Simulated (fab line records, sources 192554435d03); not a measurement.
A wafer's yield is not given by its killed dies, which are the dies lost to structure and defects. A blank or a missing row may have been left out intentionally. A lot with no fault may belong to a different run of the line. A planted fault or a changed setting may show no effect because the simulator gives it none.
fab line records | flow n5-finfet | part 1 of 2: steps 1 to 20 of 29
[record] lots = 5 | wafers = 15 | last-day = 18
route steps=1938 shown SPACER0@258 SD_EPI_N@262
lots that met no fault: from a run of the same line without faults
start-h: start of the lot's first displayed wafer, in hours after the record's first day | wait-h: hours elapsed since this lot's preceding step | " as in the row above | L1.1+2: a row that stands for several wafers | - no value present, or no start provided | * or withheld: withheld | < > ~ a bound
route shown NAME@n: NAME is a module with steps in the file, n the number in the route of the first one | usual: the fault-free wafers' mean and standard deviation | same: alike in all rows | chamber/n: place in a boat | sites: per-site readings | _std_site: standard deviation of those values | _edge_site: the outer-site mean with the inner-site mean subtracted | radius-mm: how far each site lies from the wafer's centre | mask NAME#n: copy n | behind: the last tool/chamber to shape the wafer | hold: cause of the lot's hold/its duration in hours/its outcome | device: the transistor (n, p or np) that didn't switch | end of line: the route-end tests of the same wafers | for a step that has no rows: nothing shown but its recipe | killed: dies that structure and defects cost at the first sort, which is not the same as the wafer's yield | map: the dies of a wafer, with x for killed, . for not killed, _ for no die there
set.NAME: the setting as run; set.NAME@STEP: as run at that earlier step | model.NAME: the simulator's own value behind a step, which no gauge read
certain route steps with their lots: each step a table, each wafer a row
services: the hour from which a tool's chamber was out of use, counted from the record's first day as start-h (under 0 if before that day), plus the number of hours and why
[[steps]]
[step N5_SPACER0_ALD_07]
[recipe] material = SiNx | target-thk-a = 20 | temp-c = 400 | ald-precursor-family = SiH2I2 | ald-co-reactant = N2/H2-plasma | pressure-torr = 2
[usual] chamber-pressure-Torr = 2.001/0.0041 | heater-power-w = 861/80
lot.wafer | tool       | chamber | start-h | wait-h | chamber-pressure-Torr | heater-power-w
L077.1    | ald-sin-03 | 0       | 65.40   | 0.0    | 2.001                 | 939
L077.2    | "          | 2       | "       | "      | 2.003                 | 883
L077.4    | "          | 3       | "       | "      | 2.004                 | 719
L087.1    | ald-sin-02 | 1       | 131.53  | 0.0    | 1.995                 | 943
L087.3    | "          | 3       | "       | "      | 2.001                 | 994
L087.5    | "          | 3       | "       | "      | 2.001                 | 1004
L089.2    | ald-sin-03 | 3       | 141.25  | 0.0    | 2.004                 | 757
L089.4    | "          | 2       | "       | "      | 1.997                 | 819
L089.5    | "          | 1       | "       | "      | 2.002                 | 821
L094.1    | ald-sin-04 | 0       | 168.39  | 0.0    | 2.004                 | 793
L094.3    | "          | 1       | "       | "      | 2.001                 | 811
L094.6    | "          | 2       | "       | "      | 2.002                 | 925
L097.2    | ald-sin-03 | 3       | 185.59  | 0.9    | 2.008                 | 755
L097.5    | "          | 2       | "       | "      | 2.001                 | 837
L097.6    | "          | 1       | "       | "      | 1.998                 | 829
[step N5_SPACER0_ALD_00]
[recipe] material = SiOCN | target-thk-a = 35 | temp-c = 400 | ald-precursor-family = alkyl-aminosilane | ald-co-reactant = O2/N2-plasma | pulse-time-s = 3 | purge-time-s = 2 | co-reactant-purge-time-s = 2 | ald-cycles = 58 | pressure-torr = 2
[usual] chamber-pressure-Torr = 2.001/0.0045 | heater-power-w = 860/80 | precursor-pulse-height-rel = 0.999/0.021
[same] pulse-time-s = 3
lot.wafer | tool       | chamber | start-h | wait-h | chamber-pressure-Torr | heater-power-w | precursor-pulse-height-rel
L077.1    | ald-sin-03 | 0       | 65.55   | 0.1    | 1.999                 | 930            | 1.012
L077.2    | "          | 2       | "       | "      | 1.997                 | 887            | 1.032
L077.4    | "          | 3       | "       | "      | 1.990                 | 745            | 0.976
L087.1    | ald-sin-02 | 1       | 131.68  | 0.1    | 2.002                 | 914            | 0.991
L087.3    | "          | 3       | "       | "      | 1.999                 | 980            | 1.014
L087.5    | "          | 3       | "       | "      | 2.001                 | 1003           | 0.975
L089.2    | ald-sin-03 | 3       | 141.40  | 0.1    | 1.999                 | 767            | 1.035
L089.4    | "          | 2       | "       | "      | 1.998                 | 818            | 1.006
L089.5    | "          | 1       | "       | "      | 2.000                 | 814            | 0.981
L094.1    | ald-sin-04 | 0       | 168.54  | 0.1    | 2.002                 | 806            | 0.988
L094.3    | "          | 1       | "       | "      | 1.996                 | 836            | 0.977
L094.6    | "          | 2       | "       | "      | 1.998                 | 941            | 0.983
L097.2    | ald-sin-03 | 3       | 185.75  | 0.1    | 2.004                 | 761            | 1.023
L097.5    | "          | 2       | "       | "      | 1.996                 | 828            | 1.040
L097.6    | "          | 1       | "       | "      | 2.000                 | 825            | 0.980
[step N5_SPACER0_ALD_08]
[recipe] material = SiNx | target-thk-a = 20 | temp-c = 400 | ald-precursor-family = SiH2I2 | ald-co-reactant = N2/H2-plasma | pressure-torr = 2
[usual] chamber-pressure-Torr = 2.000/0.0046 | heater-power-w = 859/80
lot.wafer | tool       | chamber | start-h | wait-h | chamber-pressure-Torr | heater-power-w
L077.1    | ald-sin-03 | 0       | 65.81   | 0.1    | 1.997                 | 927
L077.2    | "          | 2       | "       | "      | 1.999                 | 886
L077.4    | "          | 3       | "       | "      | 1.997                 | 723
L087.1    | ald-sin-02 | 1       | 131.94  | 0.1    | 2.001                 | 926
L087.3    | "          | 3       | "       | "      | 2.001                 | 970
L087.5    | "          | 3       | "       | "      | 2.006                 | 1009
L089.2    | ald-sin-03 | 3       | 141.66  | 0.1    | 1.995                 | 758
L089.4    | "          | 2       | "       | "      | 1.995                 | 804
L089.5    | "          | 1       | "       | "      | 1.999                 | 823
L094.1    | ald-sin-04 | 0       | 168.80  | 0.1    | 2.005                 | 795
L094.3    | "          | 1       | "       | "      | 2.004                 | 818
L094.6    | "          | 2       | "       | "      | 2.001                 | 939
L097.2    | ald-sin-03 | 3       | 186.00  | 0.1    | 2.006                 | 762
L097.5    | "          | 2       | "       | "      | 1.991                 | 852
L097.6    | "          | 1       | "       | "      | 1.996                 | 827
[step N5_SPACER0_INSPECT_04]
[recipe] inspect-instrument = darkfield | mode = post-dep
[usual] raw-defect-count = 131/28
lot.wafer | tool              | chamber | start-h | wait-h | raw-defect-count
L077.1    | defect-inspect-01 | -       | 65.97   | 0.1    | 106
L077.2    | "                 | -       | "       | "      | 133
L077.4    | "                 | -       | "       | "      | 136
L087.1    | defect-inspect-02 | -       | 132.10  | 0.1    | 159
L087.3    | "                 | -       | "       | "      | 140
L087.5    | "                 | -       | "       | "      | 199
L089.2    | defect-inspect-02 | -       | 141.82  | 0.1    | 108
L089.4    | "                 | -       | "       | "      | 122
L089.5    | "                 | -       | "       | "      | 120
L094.1    | defect-inspect-01 | -       | 168.96  | 0.1    | 118
L094.3    | "                 | -       | "       | "      | 105
L094.6    | "                 | -       | "       | "      | 132
L097.2    | defect-inspect-02 | -       | 186.16  | 0.1    | 143
L097.5    | "                 | -       | "       | "      | 92
L097.6    | "                 | -       | "       | "      | 136
[step N5_SD_EPI_N_COAT_32]
[recipe] resist = SOC | temp-c = 250 | time-s = 60 | spin-rpm = 1500 | resist-thk-nm = 350
[usual] exhaust-pa = 45.0/0.97
lot.wafer | tool           | chamber | start-h | wait-h | exhaust-pa
L077.1    | litho-track-01 | 0       | 66.00   | 0.0    | 44.5
L077.2    | "              | 0       | "       | "      | 42.8
L077.4    | "              | 0       | "       | "      | 45.0
L087.1    | litho-track-01 | 0       | 132.13  | 0.0    | 44.0
L087.3    | "              | 0       | "       | "      | 44.7
L087.5    | "              | 0       | "       | "      | 45.9
L089.2    | litho-track-04 | 0       | 141.85  | 0.0    | 43.2
L089.4    | "              | 0       | "       | "      | 44.1
L089.5    | "              | 0       | "       | "      | 43.4
L094.1    | litho-track-01 | 0       | 168.99  | 0.0    | 45.1
L094.3    | "              | 0       | "       | "      | 44.3
L094.6    | "              | 0       | "       | "      | 44.1
L097.2    | litho-track-04 | 0       | 186.19  | 0.0    | 45.6
L097.5    | "              | 0       | "       | "      | 44.9
L097.6    | "              | 0       | "       | "      | 44.7
[step N5_SD_EPI_N_COAT_33]
[recipe] resist = SiARC | temp-c = 220 | time-s = 60 | spin-rpm = 1500 | resist-thk-nm = 35
[usual] exhaust-pa = 44.9/0.84
lot.wafer | tool           | chamber | start-h | wait-h | exhaust-pa
L077.1    | litho-track-01 | 0       | -       | -      | 46.2
L077.2    | "              | 0       | "       | "      | 47.2
L077.4    | "              | 0       | "       | "      | 44.2
L087.1    | litho-track-01 | 0       | -       | -      | 46.1
L087.3    | "              | 0       | "       | "      | 45.7
L087.5    | "              | 0       | "       | "      | 45.4
L089.2    | litho-track-04 | 0       | -       | -      | 45.1
L089.4    | "              | 0       | "       | "      | 45.1
L089.5    | "              | 0       | "       | "      | 44.6
L094.1    | litho-track-01 | 0       | -       | -      | 45.8
L094.3    | "              | 0       | "       | "      | 43.9
L094.6    | "              | 0       | "       | "      | 45.5
L097.2    | litho-track-04 | 0       | -       | -      | 45.0
L097.5    | "              | 0       | "       | "      | 45.3
L097.6    | "              | 0       | "       | "      | 45.2
[step N5_SD_EPI_N_COAT_03]
[recipe] resist = CAR-ArF-block | spin-rpm = 1500 | resist-thk-nm = 150
[usual] exhaust-pa = 45.1/0.97
lot.wafer | tool           | chamber | start-h | wait-h | exhaust-pa
L077.1    | litho-track-01 | 0       | -       | -      | 46.9
L077.2    | "              | 0       | "       | "      | 45.2
L077.4    | "              | 0       | "       | "      | 45.1
L087.1    | litho-track-01 | 0       | -       | -      | 45.0
L087.3    | "              | 0       | "       | "      | 45.1
L087.5    | "              | 0       | "       | "      | 44.2
L089.2    | litho-track-04 | 0       | -       | -      | 45.4
L089.4    | "              | 0       | "       | "      | 44.4
L089.5    | "              | 0       | "       | "      | 44.9
L094.1    | litho-track-01 | 0       | -       | -      | 45.1
L094.3    | "              | 0       | "       | "      | 44.3
L094.6    | "              | 0       | "       | "      | 45.9
L097.2    | litho-track-04 | 0       | -       | -      | 44.8
L097.5    | "              | 0       | "       | "      | 45.7
L097.6    | "              | 0       | "       | "      | 44.2
[step N5_SD_EPI_N_EBR_05]
[recipe] solvent = PGMEA | ebr-width-mm = 1.5
[usual] exhaust-pa = 44.8/0.95
lot.wafer | tool           | chamber | start-h | wait-h | exhaust-pa
L077.1    | litho-track-01 | 0       | -       | -      | 44.8
L077.2    | "              | 0       | "       | "      | 45.3
L077.4    | "              | 0       | "       | "      | 45.1
L087.1    | litho-track-01 | 0       | -       | -      | 44.8
L087.3    | "              | 0       | "       | "      | 44.6
L087.5    | "              | 0       | "       | "      | 45.7
L089.2    | litho-track-04 | 0       | -       | -      | 44.8
L089.4    | "              | 0       | "       | "      | 45.5
L089.5    | "              | 0       | "       | "      | 46.3
L094.1    | litho-track-01 | 0       | -       | -      | 42.9
L094.3    | "              | 0       | "       | "      | 44.3
L094.6    | "              | 0       | "       | "      | 45.0
L097.2    | litho-track-04 | 0       | -       | -      | 43.0
L097.5    | "              | 0       | "       | "      | 44.8
L097.6    | "              | 0       | "       | "      | 44.2
[step N5_SD_EPI_N_SOFTBAKE_04]
[recipe] temp-c = 110 | time-s = 60 | resist = CAR-ArF-block
[usual] exhaust-pa = 44.8/0.9
lot.wafer | tool           | chamber | start-h | wait-h | exhaust-pa
L077.1    | litho-track-01 | 0       | -       | -      | 45.0
L077.2    | "              | 0       | "       | "      | 45.6
L077.4    | "              | 0       | "       | "      | 45.8
L087.1    | litho-track-01 | 0       | -       | -      | 44.8
L087.3    | "              | 0       | "       | "      | 44.1
L087.5    | "              | 0       | "       | "      | 43.9
L089.2    | litho-track-04 | 0       | -       | -      | 45.1
L089.4    | "              | 0       | "       | "      | 44.5
L089.5    | "              | 0       | "       | "      | 44.9
L094.1    | litho-track-01 | 0       | -       | -      | 44.3
L094.3    | "              | 0       | "       | "      | 44.4
L094.6    | "              | 0       | "       | "      | 45.4
L097.2    | litho-track-04 | 0       | -       | -      | 46.6
L097.5    | "              | 0       | "       | "      | 45.9
L097.6    | "              | 0       | "       | "      | 46.9
[step N5_SD_EPI_N_EXPOSE_06]
[recipe] mask-id = SD_N_BLK | na = 1.35 | source-shape = conventional | sigma-outer = 0.8 | polarization = unpolarized | target-cd-nm = 120 | dose-mj = 39.75
lot.wafer  | tool            | chamber | start-h | wait-h | mask
L077.1+2+4 | arfi-scanner-01 | 0       | 66.24   | -      | SD_N_BLK#0
L087.1+3+5 | arfi-scanner-03 | 0       | 132.25  | -      | SD_N_BLK#0
L089.2+4+5 | arfi-scanner-03 | 0       | 142.10  | -      | SD_N_BLK#0
L094.1+3+6 | arfi-scanner-03 | 0       | 169.11  | -      | SD_N_BLK#0
L097.2+5+6 | arfi-scanner-02 | 0       | 186.44  | -      | SD_N_BLK#0
[step N5_SD_EPI_N_PEB_07]
[recipe] peb-temp-c = 110 | peb-time-s = 60 | resist = CAR-ArF-block
[usual] exhaust-pa = 44.9/0.93
lot.wafer | tool           | chamber | start-h | wait-h | exhaust-pa
L077.1    | litho-track-03 | 0       | 66.30   | 0.1    | 44.8
L077.2    | "              | 0       | "       | "      | 45.6
L077.4    | "              | 0       | "       | "      | 46.5
L087.1    | litho-track-03 | 0       | 132.30  | 0.1    | 44.7
L087.3    | "              | 0       | "       | "      | 44.4
L087.5    | "              | 0       | "       | "      | 44.5
L089.2    | litho-track-04 | 0       | 142.15  | 0.0    | 44.2
L089.4    | "              | 0       | "       | "      | 45.3
L089.5    | "              | 0       | "       | "      | 43.8
L094.1    | litho-track-03 | 0       | 169.16  | 0.1    | 45.9
L094.3    | "              | 0       | "       | "      | 45.7
L094.6    | "              | 0       | "       | "      | 45.9
L097.2    | litho-track-04 | 0       | 186.50  | 0.0    | 45.2
L097.5    | "              | 0       | "       | "      | 44.7
L097.6    | "              | 0       | "       | "      | 45.9
[step N5_SD_EPI_N_DEVELOP_08]
[recipe] develop-time-s = 30 | developer = TMAH | resist = CAR-ArF-block | dev-temp-c = 23 | rinse-liquid = diw | dry = air-spin
[usual] exhaust-pa = 45.0/0.77
lot.wafer | tool           | chamber | start-h | wait-h | exhaust-pa
L077.1    | litho-track-03 | 0       | -       | -      | 43.6
L077.2    | "              | 0       | "       | "      | 45.6
L077.4    | "              | 0       | "       | "      | 44.4
L087.1    | litho-track-03 | 0       | -       | -      | 43.8
L087.3    | "              | 0       | "       | "      | 45.1
L087.5    | "              | 0       | "       | "      | 45.1
L089.2    | litho-track-04 | 0       | -       | -      | 45.1
L089.4    | "              | 0       | "       | "      | 46.0
L089.5    | "              | 0       | "       | "      | 44.3
L094.1    | litho-track-03 | 0       | -       | -      | 45.3
L094.3    | "              | 0       | "       | "      | 44.9
L094.6    | "              | 0       | "       | "      | 45.6
L097.2    | litho-track-04 | 0       | -       | -      | 45.3
L097.5    | "              | 0       | "       | "      | 45.3
L097.6    | "              | 0       | "       | "      | 44.7
[step N5_SD_EPI_N_CD_MEAS_09]
[recipe] target-cd-nm = 120 | landing-energy-ev = 500 | detector = se-inlens
[usual] cd-nm = 120.0/1.2
lot.wafer | tool      | chamber | start-h | wait-h | cd-nm
L077.1    | cd-sem-03 | 0       | 66.37   | -      | 122.0
L077.2    | "         | 0       | "       | "      | 120.1
L077.4    | "         | 0       | "       | "      | 120.1
L087.1    | cd-sem-01 | 0       | 132.37  | -      | 122.0
L087.3    | "         | 0       | "       | "      | 121.3
L087.5    | "         | 0       | "       | "      | 120.7
L089.2    | cd-sem-03 | 0       | 142.22  | -      | 120.0
L089.4    | "         | 0       | "       | "      | 119.7
L089.5    | "         | 0       | "       | "      | 121.4
L094.1    | cd-sem-03 | 0       | 169.23  | -      | 119.9
L094.3    | "         | 0       | "       | "      | 120.7
L094.6    | "         | 0       | "       | "      | 119.9
L097.2    | cd-sem-02 | 0       | 186.56  | -      | 120.7
L097.5    | "         | 0       | "       | "      | 121.6
L097.6    | "         | 0       | "       | "      | 119.8
[step N5_SD_EPI_N_OVL_MEAS_10]
[recipe] points-per-wafer = 44
[usual] SD_N_BLK_OVL = 0.4/0.66
lot.wafer | tool       | chamber | start-h | wait-h | SD_N_BLK_OVL[nm]
L077.1    | overlay-01 | 0       | 66.40   | 0.0    | 0.5
L077.2    | "          | 0       | "       | "      | 0.5
L077.4    | "          | 0       | "       | "      | 1.0
L087.1    | overlay-01 | 0       | 132.40  | 0.0    | 0.6
L087.3    | "          | 0       | "       | "      | 0.8
L087.5    | "          | 0       | "       | "      | 1.1
L089.2    | overlay-01 | 0       | 142.24  | 0.0    | 1.1
L089.4    | "          | 0       | "       | "      | 1.3
L089.5    | "          | 0       | "       | "      | 0.0
L094.1    | overlay-01 | 0       | 169.26  | 0.0    | 0.7
L094.3    | "          | 0       | "       | "      | -0.1
L094.6    | "          | 0       | "       | "      | 0.1
L097.2    | overlay-01 | 0       | 186.59  | 0.0    | 1.6
L097.5    | "          | 0       | "       | "      | 0.4
L097.6    | "          | 0       | "       | "      | 1.1
[step N5_SD_EPI_N_INSPECT_11]
[recipe] mode = adi | inspect-instrument = macro
[usual] raw-defect-count = 2.1/1.5
lot.wafer | tool              | chamber | start-h | wait-h | raw-defect-count
L077.1    | defect-inspect-01 | -       | 66.42   | 0.0    | 2
L077.2    | "                 | -       | "       | "      | 2
L077.4    | "                 | -       | "       | "      | 3
L087.1    | defect-inspect-02 | -       | 132.43  | 0.0    | 1
L087.3    | "                 | -       | "       | "      | 1
L087.5    | "                 | -       | "       | "      | 3
L089.2    | defect-inspect-02 | -       | 142.27  | 0.0    | 0
L089.4    | "                 | -       | "       | "      | 2
L089.5    | "                 | -       | "       | "      | 1
L094.1    | defect-inspect-01 | -       | 169.29  | 0.0    | 2
L094.3    | "                 | -       | "       | "      | 3
L094.6    | "                 | -       | "       | "      | 3
L097.2    | defect-inspect-01 | -       | 186.62  | 0.0    | 0
L097.5    | "                 | -       | "       | "      | 1
L097.6    | "                 | -       | "       | "      | 3
[step N5_SD_EPI_N_DESCUM_14]
[recipe] chemistry = O2 | time-s = 7.9 | source-power-w = 50 | bias-power-w = 20 | pressure-mtorr = 20 | rf-frequency-hz = 2.712e+07 | temp-c = 40 | resist = CAR-ArF-block | o2-flow-sccm = 225
[usual] drypump-motor-current-A = 5.7/0.4 | o2-flow-sccm = 225.0/0.63 | oes-product-au = 0.80/0.086 | rf-vpp-V = 243.2/1.3 | showerhead-plenum-p-Torr = 2.09/0.069 | throttle-valve-pct = 20.34/0.21
lot.wafer | tool        | chamber | start-h | wait-h | drypump-motor-current-A | o2-flow-sccm | oes-product-au | rf-hours-counter-h | rf-vpp-V | showerhead-plenum-p-Torr | throttle-valve-pct
L077.1    | rie-diel-06 | 0       | 66.46   | 0.0    | 5.2                     | 223.9        | 0.75           | 162                | 244.2    | 2.15                     | 19.94
L077.2    | "           | 1       | "       | "      | 6.4                     | 225.1        | 0.68           | 244                | 240.9    | 1.99                     | 20.67
L077.4    | "           | 2       | "       | "      | 5.8                     | 224.5        | 0.91           | 22                 | 243.8    | 2.12                     | 20.03
L087.1    | rie-diel-01 | 1       | 132.46  | 0.0    | 5.3                     | 225.8        | 0.72           | 237                | 243.5    | 2.04                     | 20.57
L087.3    | "           | 3       | "       | "      | 6.1                     | 226.3        | 0.70           | 234                | 244.2    | 2.04                     | 20.45
L087.5    | "           | 1       | "       | "      | 5.3                     | 225.2        | 0.73           | -                  | 242.5    | 2.04                     | 20.57
L089.2    | rie-diel-01 | 3       | 142.41  | 0.1    | 6.1                     | 225.0        | 0.68           | 237                | 242.1    | 2.04                     | 20.45
L089.4    | "           | 0       | "       | "      | 5.2                     | 225.6        | 0.84           | 58                 | 245.0    | 2.22                     | 20.39
L089.5    | "           | 2       | "       | "      | 5.6                     | 225.5        | 0.89           | -                  | 241.5    | 2.06                     | 20.31
L094.1    | rie-diel-04 | 2       | 169.32  | 0.0    | 6.0                     | 224.2        | 0.71           | 184                | 243.5    | 2.10                     | 20.22
L094.3    | "           | 0       | "       | "      | 5.9                     | 225.8        | 0.79           | 119                | 242.3    | 2.00                     | 20.08
L094.6    | "           | 1       | "       | "      | 5.9                     | 225.1        | 0.66           | -                  | 245.8    | 2.15                     | 20.69
L097.2    | rie-diel-06 | 2       | 186.65  | 0.0    | 5.8                     | 225.3        | 0.84           | 66                 | 243.0    | 2.10                     | 20.09
L097.5    | "           | 0       | "       | "      | 5.2                     | 224.4        | 0.72           | -                  | 243.9    | 2.14                     | 20.01
L097.6    | "           | 3       | "       | "      | 5.0                     | 224.1        | 0.90           | -                  | 242.9    | 2.06                     | 20.49
[step N5_SD_EPI_N_ETCH_34]
[recipe] chemistry = CF4 | target = SiARC | target-depth-a = 455 | mask-material = CAR-ArF-block | time-s = 75.8 | ion-energy-ev = 80 | pressure-mtorr = 40 | source-w = 545 | bias-w = 36 | Ar_flow_sccm = 100 | cf4-flow-sccm = 100 | ends = cleared
[usual] drypump-motor-current-A = 5.7/0.41 | etch-rf-on-time-s = 75.3/2.2 | oes-product-au = 0.68/0.075 | rf-vpp-V = 184.0/1.2 | showerhead-plenum-p-Torr = 2.14/0.062 | throttle-valve-pct = 15.54/0.19
lot.wafer | tool        | chamber | start-h | wait-h | drypump-motor-current-A | etch-rf-on-time-s | oes-product-au | rf-hours-counter-h | rf-vpp-V | showerhead-plenum-p-Torr | throttle-valve-pct
L077.1    | rie-diel-06 | 0       | 66.49   | 0.0    | 5.2                     | 76.1              | 0.64           | 162                | 184.8    | 2.23                     | 15.39
L077.2    | "           | 1       | "       | "      | 6.3                     | 72.7              | 0.61           | 244                | 182.7    | 2.01                     | 15.81
L077.4    | "           | 2       | "       | "      | 5.8                     | 69.6              | 0.82           | 22                 | 184.3    | 2.19                     | 15.41
L087.1    | rie-diel-01 | 1       | 132.50  | 0.0    | 5.3                     | 72.2              | 0.61           | 237                | 182.0    | 2.11                     | 15.94
L087.3    | "           | 3       | "       | "      | 6.2                     | 74.3              | 0.60           | 234                | 183.3    | 2.11                     | 15.72
L087.5    | "           | 1       | "       | "      | 5.4                     | 72.7              | 0.61           | -                  | 182.6    | 2.11                     | 15.94
L089.2    | rie-diel-01 | 3       | 142.44  | 0.0    | 6.1                     | 74.6              | 0.60           | 237                | 183.1    | 2.11                     | 15.73
L089.4    | "           | 0       | "       | "      | 5.2                     | 75.6              | 0.72           | 58                 | 185.4    | 2.25                     | 15.43
L089.5    | "           | 2       | "       | "      | 5.5                     | 75.6              | 0.76           | -                  | 182.6    | 2.09                     | 15.35
L094.1    | rie-diel-04 | 2       | 169.35  | 0.0    | 6.0                     | 78.1              | 0.61           | 184                | 182.1    | 2.14                     | 15.46
L094.3    | "           | 0       | "       | "      | 6.0                     | 75.4              | 0.68           | 119                | 185.2    | 2.08                     | 15.43
L094.6    | "           | 1       | "       | "      | 5.9                     | 77.7              | 0.56           | -                  | 185.7    | 2.19                     | 15.87
L097.2    | rie-diel-06 | 2       | 186.69  | 0.0    | 5.8                     | 69.7              | 0.76           | 66                 | 183.5    | 2.17                     | 15.49
L097.5    | "           | 0       | "       | "      | 5.2                     | 76.0              | 0.61           | -                  | 186.1    | 2.21                     | 15.49
L097.6    | "           | 3       | "       | "      | 5.0                     | 77.1              | 0.72           | -                  | 181.8    | 2.09                     | 15.58
[step N5_SD_EPI_N_ETCH_35]
[recipe] chemistry = N2/H2 | target = SOC | overetch-a = 1080 | mask-material = SiARC | temp-c = 40 | ion-energy-ev = 100 | source-w = 3000 | bias-w = 133 | pressure-mtorr = 20 | time-s = 486 | n2-flow-sccm = 200 | h2-flow-sccm = 200
[usual] drypump-motor-current-A = 5.7/0.41 | h2-flow-sccm = 200.1/0.6 | oes-product-au = 0.71/0.074 | rf-vpp-V = 240.7/1.3 | showerhead-plenum-p-Torr = 2.54/0.082 | throttle-valve-pct = 23.8/0.37
lot.wafer | tool        | chamber | start-h | wait-h | drypump-motor-current-A | h2-flow-sccm | oes-product-au | rf-hours-counter-h | rf-vpp-V | showerhead-plenum-p-Torr | throttle-valve-pct
L077.1    | rie-diel-06 | 0       | 66.55   | 0.0    | 5.2                     | 200.6        | 0.67           | 162                | 240.8    | 2.64                     | 23.3
L077.2    | "           | 1       | "       | "      | 6.3                     | 200.4        | 0.63           | 244                | 238.0    | 2.40                     | 23.8
L077.4    | "           | 2       | "       | "      | 5.7                     | 200.5        | 0.81           | 22                 | 241.1    | 2.59                     | 23.6
L087.1    | rie-diel-01 | 1       | 132.55  | 0.0    | 5.3                     | 199.5        | 0.63           | 237                | 240.2    | 2.50                     | 24.1
L087.3    | "           | 3       | "       | "      | 6.1                     | 199.7        | 0.63           | 234                | 240.7    | 2.52                     | 24.6
L087.5    | "           | 1       | "       | "      | 5.4                     | 199.7        | 0.63           | -                  | 240.1    | 2.49                     | 24.1
L089.2    | rie-diel-01 | 3       | 142.50  | 0.0    | 6.2                     | 200.2        | 0.63           | 237                | 241.4    | 2.52                     | 24.6
L089.4    | "           | 0       | "       | "      | 5.2                     | 200.0        | 0.76           | 58                 | 242.6    | 2.68                     | 23.8
L089.5    | "           | 2       | "       | "      | 5.6                     | 200.5        | 0.79           | -                  | 240.2    | 2.47                     | 23.3
L094.1    | rie-diel-04 | 2       | 169.41  | 0.0    | 6.0                     | 200.3        | 0.65           | 184                | 240.4    | 2.53                     | 23.5
L094.3    | "           | 0       | "       | "      | 5.9                     | 200.1        | 0.71           | 119                | 238.4    | 2.45                     | 23.6
L094.6    | "           | 1       | "       | "      | 5.8                     | 198.9        | 0.60           | -                  | 242.4    | 2.62                     | 24.3
L097.2    | rie-diel-06 | 2       | 186.74  | 0.0    | 5.8                     | 200.6        | 0.76           | 66                 | 239.6    | 2.57                     | 23.6
L097.5    | "           | 0       | "       | "      | 5.2                     | 200.0        | 0.63           | -                  | 241.1    | 2.62                     | 23.4
L097.6    | "           | 3       | "       | "      | 5.0                     | 199.1        | 0.76           | -                  | 239.6    | 2.48                     | 23.8
[step N5_SD_EPI_N_STRIP_36]
[recipe] chemistry = N2/H2 | temp-c = 40 | n2-flow-sccm = 200 | h2-flow-sccm = 200 | rf-frequency-hz = 6e+07
lot.wafer  | tool        | chamber | start-h | wait-h
L077.1+2+4 | rie-diel-06 | 0,1,2   | 66.86   | 0.2
L087.1+3+5 | rie-diel-01 | 1,3,1   | 132.87  | 0.2
L089.2+4+5 | rie-diel-01 | 3,0,2   | 142.81  | 0.2
L094.1+3+6 | rie-diel-04 | 2,0,1   | 169.73  | 0.2
L097.2+5+6 | rie-diel-06 | 2,0,3   | 187.06  | 0.2
[step N5_SD_EPI_N_ETCHBACK_44]
[recipe] chemistry = CH3F/O2 | mode = anisotropic-etchback | target = SiNx | target-depth-a = 145 | stop-on = SiO2 | over-etch-frac = 0.3 | ion-energy-ev = 120 | pressure-mtorr = 30 | source-w = 395 | bias-w = 73 | Ar_flow_sccm = 150 | CH3F_flow_sccm = 30 | O2_flow_sccm = 20
[usual] drypump-motor-current-A = 5.7/0.4 | oes-product-au = 0.68/0.07 | rf-vpp-V = 294/8.5 | showerhead-plenum-p-Torr = 2.00/0.062 | throttle-valve-pct = 16.28/0.22
lot.wafer | tool        | chamber | start-h | wait-h | drypump-motor-current-A | oes-product-au | rf-hours-counter-h | rf-vpp-V | showerhead-plenum-p-Torr | throttle-valve-pct
L077.1    | rie-diel-06 | 0       | 66.87   | 0.0    | 5.2                     | 0.63           | 162                | 289      | 2.09                     | 16.14
L077.2    | "           | 1       | "       | "      | 6.3                     | 0.60           | 244                | 282      | 1.87                     | 16.50
L077.4    | "           | 2       | "       | "      | 5.8                     | 0.78           | 22                 | 296      | 2.04                     | 16.10
L087.1    | rie-diel-01 | 1       | 132.88  | 0.0    | 5.4                     | 0.60           | 238                | 304      | 1.97                     | 16.67
L087.3    | "           | 3       | "       | "      | 6.1                     | 0.60           | 234                | 301      | 1.95                     | 16.37
L087.5    | "           | 1       | "       | "      | 5.4                     | 0.60           | -                  | 301      | 1.97                     | 16.66
L089.2    | rie-diel-01 | 3       | 142.82  | 0.0    | 6.1                     | 0.60           | 237                | 302      | 1.95                     | 16.37
L089.4    | "           | 0       | "       | "      | 5.2                     | 0.72           | 58                 | 305      | 2.10                     | 16.16
L089.5    | "           | 2       | "       | "      | 5.6                     | 0.75           | -                  | 287      | 1.95                     | 16.08
L094.1    | rie-diel-04 | 2       | 169.74  | 0.0    | 6.0                     | 0.62           | 184                | 292      | 1.98                     | 16.08
L094.3    | "           | 0       | "       | "      | 6.0                     | 0.68           | 119                | 291      | 1.94                     | 16.17
L094.6    | "           | 1       | "       | "      | 5.9                     | 0.58           | -                  | 311      | 2.06                     | 16.67
L097.2    | rie-diel-06 | 2       | 187.07  | 0.0    | 5.8                     | 0.72           | 66                 | 297      | 2.03                     | 16.20
L097.5    | "           | 0       | "       | "      | 5.2                     | 0.61           | -                  | 286      | 2.07                     | 16.21
L097.6    | "           | 3       | "       | "      | 5.1                     | 0.74           | -                  | 286      | 1.95                     | 16.32
